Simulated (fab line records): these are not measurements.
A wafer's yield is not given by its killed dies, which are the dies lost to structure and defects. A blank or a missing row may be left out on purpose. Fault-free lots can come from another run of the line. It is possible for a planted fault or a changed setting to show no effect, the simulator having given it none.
Chamber matching + flow n5Finfet + N5_PMOS_HMC_CHANNEL_EPI_ETCH_32 on rieDiel-06: 4 sister chambers
The step etches BARC in N2/H2, stops on SiO2, target depth 85.8 nm, time 50.3 s. 8 wafers are shown with their chamber, then 7 later ones without.

WAFERS, EACH WITH ITS CHAMBER
| wafer  | chamber | drypumpMotorCurrentA (A) | showerheadPlenumPTorr (Torr) |
|--------|---------|--------------------------|------------------------------|
| L079.1 | 2       | 5.9                      | 2.52                         |
| L086.3 | 0       | 5.2                      | 2.43                         |
| L092.5 | 3       | 6.5                      | 2.65                         |
| L094.2 | 3       | 6.4                      | 2.65                         |
| L094.5 | 2       | 5.9                      | 2.51                         |
| L094.6 | 1       | 6.6                      | 2.71                         |
| L095.1 | 1       | 6.6                      | 2.71                         |
| L095.3 | 0       | 5.2                      | 2.43                         |

WAFERS WITHOUT THEIR CHAMBER
| wafer  | drypumpMotorCurrentA (A) | showerheadPlenumPTorr (Torr) |
|--------|--------------------------|------------------------------|
| L095.4 | 5.9                      | 2.51                         |
| L096.1 | 6.5                      | 2.65                         |
| L096.2 | 5.9                      | 2.51                         |
| L096.3 | 5.1                      | 2.43                         |
| L097.1 | 6.5                      | 2.65                         |
| L097.4 | 5.2                      | 2.43                         |
| L097.5 | 5.1                      | 2.43                         |

WHICH CHAMBER EACH WENT THROUGH
| wafer  | from the rows above | in truth |
|--------|---------------------|----------|
| L095.4 | 2                   | 2        |
| L096.1 | 3                   | 3        |
| L096.2 | 2                   | 2        |
| L096.3 | 0                   | 0        |
| L097.1 | 3                   | 3        |
| L097.4 | 0                   | 0        |
| L097.5 | 0                   | 0        |
Placed correctly: 7 of 7. Left unplaced by these rows: 0. Number placed wrongly: 0.
How it was worked out, from the rows above alone: a wafer's distance from a chamber is the root of the sum, over the readings, of the square of ((its reading less the chamber's mean) divided by the reading's scatter). The wafer belongs to the nearest chamber; if the next one is less than 2 further off, it can't be placed. The mean given for a chamber averages the wafers shown for that chamber. The scatter: the root of (the sum of the squares of (reading less its chamber's mean) over the shown wafers, divided by (wafers less chambers)).
